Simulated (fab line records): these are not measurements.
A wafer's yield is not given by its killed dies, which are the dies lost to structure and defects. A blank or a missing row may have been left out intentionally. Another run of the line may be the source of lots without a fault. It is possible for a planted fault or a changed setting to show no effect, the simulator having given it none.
fab line records	flow n5-finfet
record lots=6	wafers=18	last-day=18
route steps=1938 shown DUMMY_GATE@235 PASSIVATION@1936
lots with no fault: from the same line, run without faults
start-h: the number of hours between the record's first day and the start of the first shown wafer of the lot	wait-h: hours from the lot's prior step to this one	" unchanged from the row above	L1.1+2: a single row standing in for several wafers	- no value, or no start given	* or withheld: withheld	< > ~ a bound
route shown NAME@n: names a module that has steps shown in the file, with the first one's number in the route	usual: the fault-free wafers' mean and standard deviation	same: alike in all rows	chamber/n: place in a boat	sites: the reading at each site	_std_site: standard deviation across them	_edge_site: outer sites' mean less inner sites'	radius-mm: for every site, how far away it sits from the centre of the wafer	mask NAME#n: copy n	behind: the last tool/chamber to shape the wafer	hold: what put the lot on hold/how long, in hours/how the hold closed	device: the n, p or np transistor that did not switch	end of line: tests of these same wafers at the route's end	a step without rows: its recipe alone	killed: dies lost to structure and defects at the first sort, not the wafer's yield	map: dies across one wafer; x = killed, . = not, _ = none there
set.NAME: setting as actually run; set.NAME@STEP: the setting as run at that earlier step	model.NAME: the simulator's own value behind a step, which no gauge read
lots seen at some steps along the route; tables by step, rows by wafer
services: a tool's chamber out of use, with start hour (start-h, from the record's first day; less than 0 if before it), hours out, and reason
## steps
# step N5_DUMMY_GATE_ETCH_29
# recipe chemistry=N2/H2	target=underlayer	target-depth-a=130	ion-energy-ev=200	pressure-mtorr=30	source-w=840	bias-w=150	n2-flow-sccm=200	h2-flow-sccm=200
# usual drypump-motor-current-A=5.81/0.29	oes-product-au=0.79/0.08	rf-vpp-V=522.5/2.1	showerhead-plenum-p-Torr=2.50/0.07	throttle-valve-pct=17.94/0.21
lot.wafer	tool	chamber	start-h	wait-h	drypump-motor-current-A	oes-product-au	rf-hours-counter-h	rf-vpp-V	showerhead-plenum-p-Torr	throttle-valve-pct
L420.1	rie-diel-06	0	54.08	0.0	5.56	0.98	1	524.2	2.50	17.64
L420.2	"	3	"	"	5.87	0.82	104	522.4	2.44	17.67
L420.5	"	0	"	"	5.56	0.98	-	523.4	2.50	17.65
L421.3	rie-diel-06	0	59.30	0.0	5.57	0.97	2	522.9	2.49	17.64
L421.4	"	3	"	"	5.90	0.82	106	521.0	2.44	17.66
L421.5	"	1	"	"	5.67	0.78	-	520.2	2.46	17.96
L432.1	rie-diel-06	2	125.44	0.0	5.36	0.72	238	519.6	2.43	18.38
L432.2	"	0	"	"	5.57	0.90	22	522.5	2.49	17.68
L432.5	"	0	"	"	5.56	0.91	-	523.3	2.49	17.68
L433.2	rie-diel-03	2	130.06	0.0	6.06	0.72	182	520.9	2.43	17.79
L433.5	"	1	"	"	5.98	0.81	-	524.6	2.57	17.99
L433.6	"	3	"	"	5.70	0.77	-	521.0	2.45	18.13
L434.3	rie-diel-05	1	135.67	0.0	5.77	0.78	147	526.5	2.66	17.81
L434.4	"	3	"	"	5.94	0.83	56	524.7	2.61	18.17
L434.5	"	2	"	"	5.33	0.70	-	524.5	2.50	17.69
L440.1	rie-diel-06	2	175.13	0.0	5.35	0.71	253	519.3	2.42	18.41
L440.2	"	0	"	"	5.57	0.88	34	522.6	2.48	17.70
L440.3	"	1	"	"	5.67	0.76	164	520.2	2.45	18.01
# step N5_DUMMY_GATE_ETCH_36
# recipe chemistry=CF4	target=SiARC	target-depth-a=130	pressure-mtorr=40	source-w=545	bias-w=36	Ar_flow_sccm=100	cf4-flow-sccm=100	ion-energy-ev=80
# usual cf4-flow-sccm=100.03/0.29	drypump-motor-current-A=5.81/0.3	oes-product-au=0.79/0.079	rf-vpp-V=183.6/1.1	showerhead-plenum-p-Torr=2.11/0.056	throttle-valve-pct=15.66/0.19
lot.wafer	tool	chamber	start-h	wait-h	cf4-flow-sccm	drypump-motor-current-A	oes-product-au	rf-hours-counter-h	rf-vpp-V	showerhead-plenum-p-Torr	throttle-valve-pct
L420.1	rie-diel-06	0	54.12	0.0	99.69	5.56	0.99	1	184.6	2.10	15.21
L420.2	"	3	"	"	100.47	5.87	0.82	104	182.5	2.07	15.46
L420.5	"	0	"	"	99.82	5.56	0.99	-	183.7	2.10	15.20
L421.3	rie-diel-06	0	59.34	0.0	100.50	5.58	0.97	3	184.0	2.10	15.22
L421.4	"	3	"	"	99.67	5.87	0.83	106	182.5	2.07	15.46
L421.5	"	1	"	"	100.02	5.61	0.79	-	183.6	2.06	15.56
L432.1	rie-diel-06	2	125.48	0.0	99.98	5.35	0.72	238	183.5	2.05	15.98
L432.2	"	0	"	"	99.75	5.55	0.92	22	183.6	2.09	15.24
L432.5	"	0	"	"	100.09	5.57	0.91	-	184.7	2.09	15.25
L433.2	rie-diel-03	2	130.10	0.0	100.28	6.05	0.72	182	182.4	2.06	15.61
L433.5	"	1	"	"	100.18	5.99	0.81	-	183.9	2.16	15.66
L433.6	"	3	"	"	100.35	5.70	0.77	-	183.4	2.07	15.84
L434.3	rie-diel-05	1	135.71	0.0	99.64	5.80	0.76	147	184.7	2.23	15.60
L434.4	"	3	"	"	99.84	5.97	0.83	56	185.3	2.19	15.77
L434.5	"	2	"	"	100.16	5.32	0.71	-	183.3	2.15	15.82
L440.1	rie-diel-06	2	175.17	0.0	100.08	5.35	0.71	253	182.6	2.04	16.01
L440.2	"	0	"	"	100.17	5.56	0.88	34	184.3	2.09	15.25
L440.3	"	1	"	"	100.25	5.64	0.77	164	183.5	2.05	15.64
# step N5_DUMMY_GATE_ETCH_37
# recipe chemistry=N2/H2	target=SOC	target-depth-a=600	overetch-a=300	temp-c=40	ion-energy-ev=200	pressure-mtorr=30	source-w=840	bias-w=150	n2-flow-sccm=200	h2-flow-sccm=200
# usual drypump-motor-current-A=5.81/0.3	oes-product-au=0.62/0.062	rf-vpp-V=522.6/2.1	showerhead-plenum-p-Torr=2.50/0.07	temp-c=40.00/0.12	throttle-valve-pct=17.87/0.21
lot.wafer	tool	chamber	start-h	wait-h	drypump-motor-current-A	oes-product-au	rf-hours-counter-h	rf-vpp-V	showerhead-plenum-p-Torr	temp-c	throttle-valve-pct
L420.1	rie-diel-06	0	54.16	0.0	5.55	0.78	1	522.4	2.50	39.86	17.57
L420.2	"	3	"	"	5.89	0.63	104	522.1	2.44	39.94	17.60
L420.5	"	0	"	"	5.56	0.78	-	522.5	2.50	39.97	17.57
L421.3	rie-diel-06	0	59.38	0.0	5.56	0.77	3	523.0	2.49	39.88	17.60
L421.4	"	3	"	"	5.86	0.63	106	522.2	2.44	40.00	17.61
L421.5	"	1	"	"	5.61	0.62	-	520.9	2.46	40.15	17.88
L432.1	rie-diel-06	2	125.52	0.0	5.32	0.55	238	519.0	2.43	40.02	18.31
L432.2	"	0	"	"	5.55	0.71	22	522.1	2.49	39.95	17.60
L432.5	"	0	"	"	5.55	0.72	-	522.1	2.49	39.82	17.61
L433.2	rie-diel-03	2	130.14	0.0	6.04	0.56	182	520.1	2.43	40.05	17.71
L433.5	"	1	"	"	5.99	0.62	-	524.8	2.57	39.89	17.91
L433.6	"	3	"	"	5.71	0.62	-	520.5	2.45	40.16	18.07
L434.3	rie-diel-05	1	135.75	0.0	5.80	0.60	147	526.6	2.66	39.96	17.75
L434.4	"	3	"	"	5.93	0.66	56	525.3	2.61	40.15	18.11
L434.5	"	2	"	"	5.35	0.58	-	523.6	2.50	40.06	17.61
L440.1	rie-diel-06	2	175.21	0.0	5.33	0.54	253	520.0	2.42	40.07	18.31
L440.2	"	0	"	"	5.59	0.70	34	523.1	2.48	39.91	17.64
L440.3	"	1	"	"	5.65	0.60	164	520.8	2.45	39.97	17.95
# step N5_DUMMY_GATE_STRIP_38
# recipe chemistry=N2/H2	temp-c=40	n2-flow-sccm=200	h2-flow-sccm=200	rf-frequency-hz=6e+07
# step N5_DUMMY_GATE_STRIP_39
# recipe chemistry=N2/H2	temp-c=40	n2-flow-sccm=200	h2-flow-sccm=200	rf-frequency-hz=6e+07
# step N5_DUMMY_GATE_TRIM_49
# recipe chemistry=O2	resist=SOC	time-s=29	target-cd-nm=14	source-power-w=300	bias-power-w=0	O2_flow_sccm=100	temp-c=20
# step N5_DUMMY_GATE_STRIP_40
# recipe chemistry=CF4	resist=SiARC	power-w=300	bias-power-w=75	pressure-mtorr=50	cf4-flow-sccm=150	rf-frequency-hz=6e+07
# step N5_DUMMY_GATE_CD_MEAS_50
# recipe target-cd-nm=14
# usual cd-nm=14.0/0.45
lot.wafer	tool	chamber	start-h	wait-h	cd-nm
L420.1	cd-sem-03	-	54.40	0.0	13.9
L420.2	"	-	"	"	13.9
L420.5	"	-	"	"	13.2
L421.3	cd-sem-03	-	59.61	0.0	13.1
L421.4	"	-	"	"	14.0
L421.5	"	-	"	"	14.3
L432.1	cd-sem-01	-	125.75	0.0	13.9
L432.2	"	-	"	"	13.6
L432.5	"	-	"	"	13.4
L433.2	cd-sem-03	-	130.37	0.0	13.5
L433.5	"	-	"	"	13.6
L433.6	"	-	"	"	13.9
L434.3	cd-sem-03	-	135.99	0.0	14.1
L434.4	"	-	"	"	13.7
L434.5	"	-	"	"	13.5
L440.1	cd-sem-02	-	175.45	0.0	14.2
L440.2	"	-	"	"	14.1
L440.3	"	-	"	"	13.8
# step N5_DUMMY_GATE_ETCH_31
# recipe chemistry=C4F6/O2	target=SiO2	mask-material=SOC	target-depth-a=825	time-s=27.5	ion-energy-ev=250	pressure-mtorr=30	source-w=345	bias-w=185	Ar_flow_sccm=300	C4F6_flow_sccm=10	O2_flow_sccm=10
# usual drypump-motor-current-A=5.78/0.28	oes_f_703_au=0.79/0.073	oes-product-au=0.78/0.077	rf-vpp-V=663/14	showerhead-plenum-p-Torr=2.80/0.079	throttle-valve-pct=21.18/0.27
lot.wafer	tool	chamber	start-h	wait-h	drypump-motor-current-A	oes_f_703_au	oes-product-au	rf-hours-counter-h	rf-vpp-V	showerhead-plenum-p-Torr	throttle-valve-pct
L420.1	rie-diel-03	0	54.45	0.0	6.40	0.68	0.68	231	671	2.79	21.22
L420.2	"	1	"	"	5.97	0.86	0.81	100	651	2.86	21.05
L420.5	"	0	"	"	6.39	0.69	0.68	-	671	2.79	21.21
L421.3	rie-diel-03	2	59.87	0.2	6.04	0.75	0.73	161	640	2.77	21.28
L421.4	"	1	"	"	5.96	0.86	0.82	102	651	2.86	21.04
L421.5	"	1	"	"	5.96	0.86	0.81	-	652	2.86	21.07
L432.1	rie-diel-03	1	125.80	0.0	5.96	0.84	0.79	122	651	2.85	21.07
L432.2	"	2	"	"	6.01	0.74	0.71	181	639	2.76	21.31
L432.5	"	2	"	"	6.07	0.74	0.71	-	641	2.76	21.30
L433.2	rie-diel-03	3	130.41	0.0	5.69	0.76	0.77	154	673	2.73	21.33
L433.5	"	1	"	"	5.95	0.84	0.79	-	650	2.85	21.08
L433.6	"	3	"	"	5.71	0.76	0.78	-	671	2.73	21.32
L434.3	rie-diel-06	0	136.03	0.0	5.58	0.90	0.89	24	671	2.77	20.77
L434.4	"	1	"	"	5.65	0.79	0.78	153	646	2.69	20.87
L434.5	"	2	"	"	5.37	0.73	0.70	-	667	2.72	21.61
L440.1	rie-diel-06	0	175.50	0.0	5.56	0.89	0.88	34	673	2.76	20.78
L440.2	"	1	"	"	5.62	0.78	0.76	164	643	2.69	20.88
L440.3	"	2	"	"	5.33	0.73	0.69	253	667	2.72	21.59
# step N5_DUMMY_GATE_STRIP_41
# recipe chemistry=O2	power-w=400	temp-c=40	pressure-mtorr=30	rf-frequency-hz=6e+07	bias-power-w=0	overash-fraction=0.3	o2-flow-sccm=225
# step N5_DUMMY_GATE_HM_OPEN_21
# recipe chemistry=CH3F/O2	target=SiNx	target-depth-a=1200	Ar_flow_sccm=150	CH3F_flow_sccm=30	O2_flow_sccm=23	time-s=171.4	pressure-mtorr=30	source-w=395	bias-w=73	ion-energy-ev=120.7
# step N5_DUMMY_GATE_ETCH_32
# recipe chemistry=CF4	target=SiO2	target-depth-a=35	time-s=3.9	ion-energy-ev=350	pressure-mtorr=10	icp-w=800	bias-w=400	cf4-flow-sccm=80
# usual cf4-flow-sccm=80.01/0.22	drypump-motor-current-A=5.33/0.27	oes-product-au=0.990/0.021	throttle-valve-pct=21.92/0.28
lot.wafer	tool	chamber	start-h	wait-h	cf4-flow-sccm	drypump-motor-current-A	oes-product-au	rf-hours-counter-h	throttle-valve-pct
L420.1	rie-si-03	1	54.70	0.1	80.25	5.43	0.981	6	21.35
L420.2	"	2	"	"	79.75	5.24	1.005	93	22.19
L420.5	"	1	"	"	80.40	5.42	0.988	-	21.37
L421.3	rie-si-01	1	60.11	0.1	80.12	4.84	0.969	83	22.31
L421.4	"	0	"	"	80.13	5.54	1.012	-	21.79
L421.5	"	1	"	"	80.28	4.85	0.968	-	22.29
L432.1	rie-si-01	2	126.04	0.1	80.26	5.35	0.980	155	22.22
L432.2	"	3	"	"	79.92	5.52	1.028	194	21.53
L432.5	"	2	"	"	80.15	5.35	0.975	-	22.21
L433.2	rie-si-01	1	130.66	0.1	79.83	4.84	0.970	84	22.31
L433.5	"	1	"	"	80.41	4.86	0.975	-	22.31
L433.6	"	0	"	"	80.28	5.55	1.003	-	21.77
L434.3	rie-si-05	0	136.28	0.1	80.27	5.04	0.969	169	22.01
L434.4	"	2	"	"	80.24	5.46	0.955	139	22.13
L434.5	"	3	"	"	79.72	5.72	1.004	-	21.89
L440.1	rie-si-05	0	175.74	0.1	80.08	5.04	0.981	170	22.00
L440.2	"	3	"	"	80.17	5.71	1.004	7	21.88
L440.3	"	1	"	"	79.97	5.55	0.978	182	21.54
# step N5_DUMMY_GATE_ETCH_23
# recipe chemistry=HBr/Cl2/O2	HBr_flow_sccm=150	Cl2_flow_sccm=80	O2_flow_sccm=12	bias-w=102	target-depth-a=410	time-s=22.3	target=poly-Si	mask-material=SiO2	pressure-mtorr=10	icp-w=800
# usual drypump-motor-current-A=5.34/0.27	oes-product-au=0.993/0.018	throttle-valve-pct=37.4/0.48
lot.wafer	tool	chamber	start-h	wait-h	drypump-motor-current-A	oes-product-au	rf-hours-counter-h	throttle-valve-pct	model.etch.depth-nm	model.SiO2_of_DUMMY_GATE_PECVD_30.thk-nm
L420.1	rie-si-03	1	54.73	0.0	5.42	0.970	6	36.6	40.47	39
L420.2	"	2	"	"	5.26	0.992	93	37.5	41.24	37.8
L420.5	"	1	"	"	5.43	0.979	-	36.6	40.87	40
L421.3	rie-si-01	1	60.14	0.0	4.85	0.986	83	38.0	40.59	38.8
L421.4	"	0	"	"	5.55	1.002	-	37.5	40.39	39
L421.5	"	1	"	"	4.85	0.974	-	38.0	40.16	39.6
L432.1	rie-si-01	2	126.08	0.0	5.31	0.976	155	38.2	39.71	40.2
L432.2	"	3	"	"	5.55	1.444	194	37.0	66.97	36.8
L432.5	"	2	"	"	5.35	1.387	-	38.2	63.75	38.6
L433.2	rie-si-01	1	130.69	0.0	4.86	1.408	84	38.0	65.19	39
L433.5	"	1	"	"	4.85	1.385	-	38.0	64.56	39
L433.6	"	0	"	"	5.56	1.002	-	37.5	41.04	40.6
L434.3	rie-si-05	0	136.31	0.0	5.05	0.987	169	37.0	40.75	40
L434.4	"	2	"	"	5.44	0.970	139	37.5	40.32	40
L434.5	"	3	"	"	5.73	1.005	-	37.4	41.5	38.8
L440.1	rie-si-05	0	175.78	0.0	5.04	0.971	170	37.0	40.29	39
L440.2	"	3	"	"	5.74	1.000	7	37.4	40.76	38.2
L440.3	"	1	"	"	5.55	0.987	182	36.8	40.99	38.4
# step N5_DUMMY_GATE_ETCH_44
# recipe chemistry=HBr/O2	over-etch-frac=0.7	target-depth-a=1275	stop-on=SiO2	ion-energy-ev=60	bias-w=20	target=poly-Si	mask-material=SiO2	pressure-mtorr=20	icp-w=400	HBr_flow_sccm=120	O2_flow_sccm=10
# usual drypump-motor-current-A=5.33/0.27	oes-product-au=0.722/0.011	throttle-valve-pct=18.57/0.19
lot.wafer	tool	chamber	start-h	wait-h	drypump-motor-current-A	oes-product-au	rf-hours-counter-h	throttle-valve-pct	model.SiO2_of_DUMMY_GATE_PECVD_30.thk-nm
L420.1	rie-si-03	1	54.79	0.0	5.44	0.714	6	18.16	38
L420.2	"	2	"	"	5.24	0.715	93	18.73	36.8
L420.5	"	1	"	"	5.43	0.703	-	18.14	39
L421.3	rie-si-01	1	60.20	0.0	4.85	0.712	83	18.67	38
L421.4	"	0	"	"	5.53	0.736	-	18.46	38
L421.5	"	1	"	"	4.84	0.724	-	18.67	38.6
L432.1	rie-si-01	2	126.13	0.0	5.35	0.722	155	18.80	39.4
L432.2	"	3	"	"	5.53	0.720	194	18.57	35.8
L432.5	"	2	"	"	5.34	0.706	-	18.80	37.6
L433.2	rie-si-01	1	130.75	0.0	4.85	0.723	84	18.65	38.2
L433.5	"	1	"	"	4.84	0.713	-	18.67	38
L433.6	"	0	"	"	5.52	0.726	-	18.45	39.6
L434.3	rie-si-05	0	136.37	0.0	5.03	0.713	169	18.57	39
L434.4	"	2	"	"	5.46	0.695	139	18.83	39
L434.5	"	3	"	"	5.72	0.733	-	18.66	37.8
L440.1	rie-si-05	0	175.83	0.0	5.06	0.725	170	18.57	38
L440.2	"	3	"	"	5.73	0.738	7	18.68	37.2
L440.3	"	1	"	"	5.56	0.718	182	18.31	37.4
# step N5_DUMMY_GATE_CD_MEAS_24
# recipe target-cd-nm=15
# usual cd-nm=15.1/0.49
lot.wafer	tool	chamber	start-h	wait-h	cd-nm
L420.1	cd-sem-01	-	54.90	0.1	14.2
L420.2	"	-	"	"	14.5
L420.5	"	-	"	"	14.6
L421.3	cd-sem-03	-	60.32	0.1	14.6
L421.4	"	-	"	"	15.0
L421.5	"	-	"	"	15.9
L432.1	cd-sem-03	-	126.24	0.1	15.2
L432.2	"	-	"	"	14.6
L432.5	"	-	"	"	14.6
L433.2	cd-sem-02	-	130.86	0.1	14.5
L433.5	"	-	"	"	14.8
L433.6	"	-	"	"	14.6
L434.3	cd-sem-03	-	136.48	0.1	14.9
L434.4	"	-	"	"	14.6
L434.5	"	-	"	"	14.6
L440.1	cd-sem-03	-	175.94	0.1	15.6
L440.2	"	-	"	"	15.3
L440.3	"	-	"	"	14.8
# step N5_PASSIVATION_PROBE_49
# usual killed_at_M0_to_M3=34/11	killed_at_M4_up=14/5.6	killed-at-contacts=13/5.9	killed-at-front-end=40/11	killed-at-other=4/3.1	killed-dies=105/16	killed-open=68/11	killed-short=34/8.4
# same gross-dies=1180	killed-at-back-side=0
lot.wafer	tool	chamber	start-h	wait-h	killed_at_M0_to_M3	killed_at_M4_up	killed-at-contacts	killed-at-front-end	killed-at-other	killed-dies	killed-open	killed-short
L432.1	prober-01	-	389.25	0.0	41	16	17	35	5	114	79	34
# killed by level:class
L432.1 MOL_CONTACT_COAG:geometric-particle:open=15 BEOL_M0_SAQP:geometric-particle:open=14 BEOL_M1:geometric-particle:open=9 FIN_SAQP:geometric-particle:short=8 BEOL_M4:geometric-particle:open=8 BEOL_M0_SAQP:geometric-particle:short=7 DUMMY_GATE:geometric-particle:open=5 GATE_CUT:geometric-particle:open=4
## services
tool	chamber	start-h	hours	kind
rie-diel-06	2	42.27	12.2	repair
rie-si-05	2	47.64	4.9	repair
rie-si-01	2	52.77	12.3	repair
rie-si-03	0	62.68	2.8	repair
rie-diel-05	2	75.18	5.8	repair
rie-diel-05	0	87.02	11.6	repair
rie-diel-06	-	90.88	0.7	repair
rie-diel-05	0	98.68	-	clean
rie-diel-05	0	98.68	-	consumable-replace:focus-ring
rie-diel-05	0	98.68	32.0	scheduled-down
rie-diel-05	0	98.68	32.0	vent-cycle
rie-diel-03	0	116.90	-	clean
rie-diel-03	0	116.90	-	consumable-replace:esc
rie-diel-03	0	116.90	-	consumable-replace:focus-ring
rie-diel-03	0	116.90	35.8	scheduled-down
rie-diel-03	0	116.90	35.8	vent-cycle
rie-si-01	-	117.01	2.8	pm
rie-si-01	3	149.30	-	clean
rie-si-01	3	149.30	16.9	scheduled-down
rie-si-01	3	149.30	16.9	vent-cycle
rie-diel-03	1	154.43	5.8	repair
rie-diel-06	3	165.87	11.5	repair
## key
first-sign step=N5_DUMMY_GATE_ETCH_23	reading=oes-product-au	direction=up	sigmas=23	usual=0.993	struck=1.406
effect none on later readings
model-effect step=N5_DUMMY_GATE_ETCH_23	value=etch.depth-nm	without=40.9	struck=65.12
model-effect step=N5_DUMMY_GATE_ETCH_44	value=SiO2_of_DUMMY_GATE_PECVD_30.thk-nm	without=38.9	struck=37.4
met-at N5_DUMMY_GATE_ETCH_23
struck-wafers L432.2,L432.5,L433.2,L433.5
tester-left-out L432,L433
onset-between 60.14 126.08
fault kind=process-parameter-drift	tool=rie-si-01	chamber=-	onset-h=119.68	steps=N5_DUMMY_GATE_ETCH_23	channel=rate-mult	offset=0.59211	shape=step	end-h=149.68	scope=struck-wafers-only
# tester-left-out: of these lots the tester's yield and bins aren't shown, on N5 and GAA mostly nor the transistor test; their killed dies are dies lost to structure and defects alone, not to doping, threshold or leakage, so they don't give the yield
